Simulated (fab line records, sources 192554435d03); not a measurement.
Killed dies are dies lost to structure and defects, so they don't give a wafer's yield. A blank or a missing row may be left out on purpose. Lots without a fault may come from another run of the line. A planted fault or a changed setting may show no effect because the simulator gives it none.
Split-lot experiment | flow n5_finfet | 7 lots, 21 wafers read, on a route of 1938 steps

THE SPLIT
At N5_MOL_CONTACT_COAG_PECVD_31 (deposits SiO2 from TEOS/O2, target thk 46 nm, time 8.9 s), the setting temp_c was moved away from the recipe's 400 C on 4 of the 21 wafers read, by -3.5% to +3.8%. The other wafers ran this setting at the recipe's value.

FROM THE SPLIT TO THE READING: what the file shows between them, 4 steps
- N5_MOL_CONTACT_COAG_COAT_75: time 60 s, resist thk 60 nm
- N5_MOL_CONTACT_COAG_COAT_76: time 60 s, resist thk 10 nm
- N5_MOL_CONTACT_COAG_ETCHBACK_135: etches SiO2 in CHF3, target depth 25 nm, time 16.7 s
- N5_MOL_CONTACT_COAG_STRIP_118: strips in CHF3

THE READING
etch.depth_nm (the simulator's own value, which no gauge read), in nm, at N5_MOL_CONTACT_COAG_VIA_ETCH_46 (etches SiO2 in C4F6/O2, target depth 46 nm, overetch 9.2 nm, time 40 s). The file gives no usual value for it. The 17 wafers here that ran the recipe average 46.32 nm, standard deviation 0.68 nm.

wafer  | tool, chamber at the split | temp_c as run, C | against the recipe | etch.depth_nm, nm | against lot-mates on the recipe
L075.1 | pecvd-03, 0                | 400              | recipe             | 46.32             | -
L075.3 | pecvd-03, 2                | 400              | recipe             | 47.14             | -
L075.4 | pecvd-03, 0                | 400              | recipe             | 46.63             | -
L078.1 | pecvd-01, 0                | 415.2            | +3.8%              | 41.35             | -3.70
L078.2 | pecvd-01, 1                | 400              | recipe             | 45.05             | -
L078.6 | pecvd-01, 0                | 415.2            | +3.8%              | 41.96             | -3.09
L085.1 | pecvd-03, 0                | 400              | recipe             | 46.38             | -
L085.5 | pecvd-03, 0                | 400              | recipe             | 46.55             | -
L085.6 | pecvd-03, 2                | 400              | recipe             | 47.71             | -
L087.3 | pecvd-03, 2                | 400              | recipe             | 47.31             | -
L087.4 | pecvd-03, 0                | 400              | recipe             | 46.54             | -
L087.6 | pecvd-03, 1                | 391.7            | -2.1%              | 49.28             | +2.36
L092.1 | pecvd-02, 2                | 400              | recipe             | 45.44             | -
L092.3 | pecvd-02, 0                | 400              | recipe             | 45.78             | -
L092.6 | pecvd-02, 1                | 400              | recipe             | 46.45             | -
L093.3 | pecvd-02, 0                | 400              | recipe             | 45.46             | -
L093.4 | pecvd-02, 2                | 400              | recipe             | 45.87             | -
L093.6 | pecvd-02, 0                | 400              | recipe             | 46.74             | -
L097.3 | pecvd-03, 2                | 400              | recipe             | 46.14             | -
L097.5 | pecvd-03, 2                | 385.9            | -3.5%              | 51.39             | +5.37
L097.6 | pecvd-03, 0                | 400              | recipe             | 45.9              | -

THE FIT
A straight line over all 21 wafers: etch.depth_nm changes by -1.31 nm for each +1% of temp_c; r = -0.95; the points scatter about the line by 0.66 nm.
The same after taking each lot's own level away (the mean of its wafers on the recipe; 21 wafers): -1.09 nm for each +1%; r = -0.95; scatter 0.57 nm.
On that fit, the largest move of temp_c shifts the reading by 4.2 nm.
The lots' own levels span 45.050 to 46.925 nm, that is 2.8 times the standard deviation above.
So the lot-to-lot level changes the slope: the two fits differ.
Check: with one of the wafers moved furthest among these (+3.8%) left out of the fit, the line predicts -4.18 nm for it against its lot-mates. It came out at -3.7 nm against them.

OTHER SPLITS ON THESE WAFERS
These wafers also went through other splits before the reading. Each is held against what the fit with the lots' levels taken away leaves over:
other split on the same wafers | wafers away from the commonest value | r with etch.depth_nm (lot level and that fit taken away)
N5_SD_EPI_P_PEB_07 peb_time_s  | 8                                    | -0.20
N5_HKMG_FIN_ETCH_54 source_w   | 8                                    | -0.41
N5_GATE_CUT_ALD_22 ald_cycles  | 6                                    | -0.27

THE WHOLE CHAIN: every reading that the file lists as answering this split, in the file's order
step                            | what it does                                                           | reading                                                                                   | change (the file's fit)              | r (the file's)
N5_MOL_CONTACT_COAG_PECVD_31    | deposits SiO2 from TEOS/O2, target thk 46 nm, time 8.9 s               | SiO2_of_MOL_CONTACT_COAG_PECVD_31.thk_nm (the simulator's own value, which no gauge read) | -1.15 nm for each +1% of the setting | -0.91
N5_MOL_CONTACT_COAG_VIA_ETCH_46 | etches SiO2 in C4F6/O2, target depth 46 nm, overetch 9.2 nm, time 40 s | etch.depth_nm (the simulator's own value, which no gauge read)                            | -1.18 nm for each +1% of the setting | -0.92

THE FILE'S OWN FIT
etch.depth_nm changes by -1.18 nm for each +1% of temp_c, r = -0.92.
